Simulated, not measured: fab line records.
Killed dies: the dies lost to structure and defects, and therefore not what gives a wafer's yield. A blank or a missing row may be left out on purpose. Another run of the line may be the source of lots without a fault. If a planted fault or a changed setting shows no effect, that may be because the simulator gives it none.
Which tool is to blame? -- flow nandHarc -- 22 lots, 66 wafers sampled, at 4 steps of a route of 1302

## WHAT THE GAUGES SHOWED, per wafer
NHARC_A_SGD_CUT_CD_MEAS_09 targets a cd of 100 nm. Usual: cdNm reads 100.0 nm (standard deviation 0.66).
lot,measured,on,cdNm (nm),flag
L075,day 19 14:29,cdSem-01,98.6 99.4 100.9,
L074,day 19 14:49,cdSem-03,100.0 99.4 98.5,
L076,day 20 05:06,cdSem-02,99.9 99.2 98.8,
L078,day 20 11:32,cdSem-01,98.8 99.5 100.1,
L079,day 20 20:11,cdSem-02,100.6 100.3 99.9,
L080,day 21 16:40,cdSem-01,99.3 100.2 99.3,
L081,day 22 04:48,cdSem-03,99.7 100.7 101.0,
L083,day 22 11:26,cdSem-02,100.7 100.3 100.5,
L082,day 22 12:02,cdSem-02,100.3 99.7 100.6,
L084,day 23 04:40,cdSem-02,99.3 98.8 98.2,
L085,day 23 17:13,cdSem-02,100.3 101.1 99.4,
L086,day 24 03:45,cdSem-01,99.0 100.3 99.3,
L087,day 24 17:52,cdSem-03,100.5 100.4 100.8,
L089,day 25 06:51,cdSem-03,99.7 99.6 100.5,
L088,day 25 06:41,cdSem-02,99.7 100.6 100.1,
L090,day 26 02:37,cdSem-01,100.7 100.9 100.1,
L092,day 26 17:10,cdSem-01,100.1 100.5 100.4,
L093,day 26 17:19,cdSem-01,100.1 100.8 100.6,
L094,day 27 03:55,cdSem-03,100.1 99.8 99.8,
L096,day 28 04:46,cdSem-03,99.8 100.2 99.6,
L095,day 28 05:09,cdSem-01,100.4 100.7 100.3,
L097,day 29 02:54,cdSem-03,99.5 100.1 100.2,

## WHICH TOOL RAN EACH LOT (tool, then ch and the chambers of the sampled wafers, then the start)
lot,NHARC_A_STAIRCASE_HM_OPEN_460,NHARC_A_STAIRCASE_STRIP_316,NHARC_A_STAIRCASE_DEP_325
L075,"rieDiel-02 ch 0,1,2, day 18 21:00 or earlier","rieDiel-02 ch 0,2,3, day 18 21:00 or earlier","pecvd-02 ch 0,2, day 18 21:00"
L074,"rieDiel-02 ch 0,2, day 18 20:54 or earlier","rieDiel-02 ch 0,1,3, day 18 20:54 or earlier","pecvd-03 ch 0,1,2, day 18 20:54"
L076,"rieDiel-12 ch 1,2, day 19 13:10 or earlier","rieDiel-04 ch 0,1,3, day 19 13:10 or earlier","pecvd-02 ch 1,2, day 19 13:10"
L078,"rieDiel-04 ch 0,1, day 19 19:54 or earlier","rieDiel-02 ch 1,2, day 19 19:54 or earlier","pecvd-01 ch 1,2, day 19 19:54"
L079,"rieDiel-02 ch 0,2, day 20 02:30 or earlier","rieDiel-12 ch 1,2, day 20 02:30 or earlier","pecvd-01 ch 0,1,2, day 20 02:30"
L080,"rieDiel-02 ch 1,2, day 20 21:51 or earlier","rieDiel-02 ch 1,2,3, day 20 21:51 or earlier","pecvd-01 ch 0,1,2, day 20 21:51"
L081,"rieDiel-04 ch 0,2, day 21 09:35 or earlier","rieDiel-02 ch 0,1,2, day 21 09:35 or earlier","pecvd-02 ch 0,1,2, day 21 09:35"
L083,"rieDiel-12 ch 0,1,2, day 21 16:26 or earlier","rieDiel-02 ch 1,2,3, day 21 16:26 or earlier","pecvd-03 ch 0,1, day 21 16:26"
L082,"rieDiel-02 ch 0,1,2, day 21 16:21 or earlier","rieDiel-12 ch 1,2, day 21 16:21 or earlier","pecvd-02 ch 0,1, day 21 16:21"
L084,"rieDiel-12 ch 0,1,3, day 22 12:39 or earlier","rieDiel-04 ch 0,1, day 22 12:39 or earlier","pecvd-03 ch 1, day 22 12:39"
L085,"rieDiel-12 ch 0,1,3, day 23 00:45 or earlier","rieDiel-04 ch 0,3, day 23 00:45 or earlier","pecvd-03 ch 0,1, day 23 00:45"
L086,"rieDiel-02 ch 0,3, day 23 11:56 or earlier","rieDiel-04 ch 0,3, day 23 11:56 or earlier","pecvd-02 ch 1,2, day 23 11:56"
L087,"rieDiel-02 ch 0,1,3, day 24 02:04 or earlier","rieDiel-02 ch 0,2, day 24 02:04 or earlier","pecvd-02 ch 0,2, day 24 02:04"
L089,"rieDiel-04 ch 0,1,3, day 24 15:12 or earlier","rieDiel-02 ch 0,2,3, day 24 15:12 or earlier","pecvd-01 ch 0,1,2, day 24 15:12"
L088,"rieDiel-12 ch 0,1,2, day 24 15:01 or earlier","rieDiel-02 ch 1,2, day 24 15:01 or earlier","pecvd-02 ch 1,2, day 24 15:01"
L090,"rieDiel-02 ch 0,1,2, day 25 08:43 or earlier","rieDiel-04 ch 2,3, day 25 08:43 or earlier","pecvd-02 ch 0,1,2, day 25 08:43"
L092,"rieDiel-04 ch 0,1, day 26 00:17 or earlier","rieDiel-02 ch 0,2, day 26 00:17 or earlier","pecvd-03 ch 0,1, day 26 00:17"
L093,"rieDiel-02 ch 0,1,3, day 26 00:01 or earlier","rieDiel-02 ch 0,1,2, day 26 00:01 or earlier","pecvd-01 ch 0,1, day 26 00:01"
L094,"rieDiel-12 ch 0,3, day 26 11:37 or earlier","rieDiel-04 ch 0,2,3, day 26 11:37 or earlier","pecvd-01 ch 0,1,2, day 26 11:37"
L096,"rieDiel-12 ch 0,1,2, day 27 10:52 or earlier","rieDiel-02 ch 0,2, day 27 10:52 or earlier","pecvd-01 ch 0,1, day 27 10:52"
L095,"rieDiel-04 ch 1,2,3, day 27 10:50 or earlier","rieDiel-12 ch 0,1,2, day 27 10:50 or earlier","pecvd-02 ch 1, day 27 10:50"
L097,"rieDiel-12 ch 2,3, day 28 08:42 or earlier","rieDiel-02 ch 1,2,3, day 28 08:42 or earlier","pecvd-02 ch 0,1,2, day 28 08:42"
- NHARC_A_STAIRCASE_HM_OPEN_460: chemistry O2/COS.
- NHARC_A_STAIRCASE_STRIP_316: strips in O2.
- NHARC_A_STAIRCASE_DEP_325: deposits SiO2, target thk 7200 nm.

## WHAT THE TOOLS THEMSELVES READ (means of the sampled wafers that have a number; where no wafer has one, the mark that the record gives instead)
NHARC_A_STAIRCASE_HM_OPEN_460. Usual: biasW 300.1 W, standard deviation 0.85; drypumpMotorCurrentA 5.8 A, standard deviation 0.53; o2FlowSccm 400.1 sccm, standard deviation 1.2; oesProductAu 1.001 a.u., standard deviation 0.011; rfVppV 468.6 V, standard deviation 2.6; showerheadPlenumPTorr 3.19 Torr, standard deviation 0.12; throttleValvePct 28.330 %, standard deviation 0.0089.
lot,tool,biasW (W),drypumpMotorCurrentA (A),o2FlowSccm (sccm),oesProductAu (a.u.),rfVppV (V),showerheadPlenumPTorr (Torr),throttleValvePct (%),flag
L075,rieDiel-02,300.3,5.8,400.1,1.000,468.6,3.16,28.333,
L074,rieDiel-02,301.2,6.3,399.0,0.992,468.7,3.19,28.327,
L076,rieDiel-12,300.9,6.2,399.8,0.990,467.1,3.14,28.337,
L078,rieDiel-04,300.1,5.5,399.7,1.007,468.2,3.16,28.328,
L079,rieDiel-02,300.3,6.3,401.6,0.989,468.7,3.19,28.325,
L080,rieDiel-02,300.8,5.4,398.4,0.996,467.6,3.13,28.332,
L081,rieDiel-04,299.3,6.0,399.9,0.994,470.1,3.26,28.332,
L083,rieDiel-12,300.5,5.9,400.1,1.008,468.2,3.19,28.335,
L082,rieDiel-02,300.0,5.8,399.8,0.999,467.9,3.15,28.336,
L084,rieDiel-12,299.5,6.1,399.8,0.993,470.8,3.27,28.330,
L085,rieDiel-12,300.3,6.1,399.3,1.005,471.0,3.27,28.325,
L086,rieDiel-02,299.8,6.0,400.2,0.996,468.9,3.20,28.329,
L087,rieDiel-02,299.4,5.8,401.6,1.001,467.8,3.17,28.329,
L089,rieDiel-04,300.7,5.8,401.0,0.998,469.1,3.22,28.332,
L088,rieDiel-12,300.3,5.9,400.0,1.003,467.7,3.18,28.323,
L090,rieDiel-02,300.1,5.8,398.8,1.002,467.1,3.14,28.329,
L092,rieDiel-04,300.8,5.8,399.4,0.995,468.9,3.24,28.324,
L093,rieDiel-02,300.0,5.8,399.1,0.995,468.2,3.16,28.330,
L094,rieDiel-12,299.1,5.8,399.8,1.013,472.4,3.31,28.327,
L096,rieDiel-12,299.6,5.9,400.0,1.014,468.3,3.17,28.324,
L095,rieDiel-04,300.0,6.1,399.8,0.991,471.4,3.31,28.333,
L097,rieDiel-12,300.5,5.5,402.1,1.017,466.0,3.05,28.337,

NHARC_A_STAIRCASE_STRIP_316. Usual: drypumpMotorCurrentA 5.8 A, standard deviation 0.54; o2FlowSccm 500.1 sccm, standard deviation 1.3; oesProductAu 1.001 a.u., standard deviation 0.011; rfVppV 58.0 V, standard deviation 0.9; showerheadPlenumPTorr 3.60 Torr, standard deviation 0.12; throttleValvePct 17.037 %, standard deviation 0.009.
lot,tool,drypumpMotorCurrentA (A),o2FlowSccm (sccm),oesProductAu (a.u.),rfVppV (V),showerheadPlenumPTorr (Torr),throttleValvePct (%),flag
L075,rieDiel-02,5.9,500.2,0.994,58.6,3.61,17.026,
L074,rieDiel-02,5.8,500.2,1.006,56.8,3.60,17.029,
L076,rieDiel-04,5.8,499.1,1.001,58.3,3.66,17.037,
L078,rieDiel-02,5.2,500.8,1.002,58.5,3.54,17.032,
L079,rieDiel-12,6.2,500.6,0.988,58.2,3.55,17.038,
L080,rieDiel-02,5.4,500.0,1.016,58.3,3.56,17.043,
L081,rieDiel-02,5.8,500.3,0.999,58.1,3.56,17.040,
L083,rieDiel-02,5.4,500.3,1.001,58.8,3.56,17.048,
L082,rieDiel-12,5.8,501.1,1.012,58.4,3.46,17.038,
L084,rieDiel-04,5.8,500.9,1.000,58.3,3.67,17.042,
L085,rieDiel-04,5.6,500.7,1.015,57.5,3.53,17.040,
L086,rieDiel-04,5.6,499.6,1.010,57.5,3.53,17.037,
L087,rieDiel-02,6.0,499.9,1.004,57.3,3.56,17.036,
L089,rieDiel-02,5.9,499.4,1.003,57.9,3.58,17.039,
L088,rieDiel-02,5.3,500.6,1.001,57.5,3.51,17.037,
L090,rieDiel-04,6.2,499.7,0.982,59.0,3.72,17.020,
L092,rieDiel-02,5.9,499.3,0.995,58.5,3.55,17.040,
L093,rieDiel-02,5.8,499.8,0.996,57.5,3.54,17.037,
L094,rieDiel-04,5.9,499.7,0.994,57.8,3.63,17.042,
L096,rieDiel-02,6.3,500.0,1.000,57.2,3.57,17.039,
L095,rieDiel-12,5.9,499.8,1.021,58.4,3.58,17.041,
L097,rieDiel-02,5.4,500.5,0.997,56.7,3.53,17.034,

NHARC_A_STAIRCASE_DEP_325. Usual: heaterPowerW 713 W, standard deviation 110; susceptorTempC 400.00 C, standard deviation 0.23.
lot,tool,heaterPowerW (W),susceptorTempC (C),flag
L075,pecvd-02,795,399.83,
L074,pecvd-03,686,399.99,
L076,pecvd-02,666,400.05,
L078,pecvd-01,707,400.19,
L079,pecvd-01,693,399.68,
L080,pecvd-01,703,400.08,
L081,pecvd-02,697,400.01,
L083,pecvd-03,757,399.90,
L082,pecvd-02,786,400.27,
L084,pecvd-03,638,400.21,
L085,pecvd-03,682,399.97,
L086,pecvd-02,679,399.92,
L087,pecvd-02,853,399.72,
L089,pecvd-01,705,400.02,
L088,pecvd-02,701,400.17,
L090,pecvd-02,793,400.13,
L092,pecvd-03,647,400.02,
L093,pecvd-01,862,400.07,
L094,pecvd-01,662,399.94,
L096,pecvd-01,822,399.91,
L095,pecvd-02,606,399.83,
L097,pecvd-02,769,399.91,

## THE ANSWER, worked out from the rows above alone
Rule: a lot is off if the mean of its wafers that have a number lies more than 3 standard deviations from the usual mean. A lot without any number at a reading at which 4 lots or more have one is off too. The other lots that the step has rows for count as sound. The gauges are gone through in route order, then the tools' own readings, and for those a lot's mean is taken as printed above. At the first step where some lot is off, the reading lying furthest off is the one used; lots without a number count as furthest.
No lot is off on any of the readings shown, so nothing can be concluded from this.

## WHAT THE SIMULATOR HAD PUT IN
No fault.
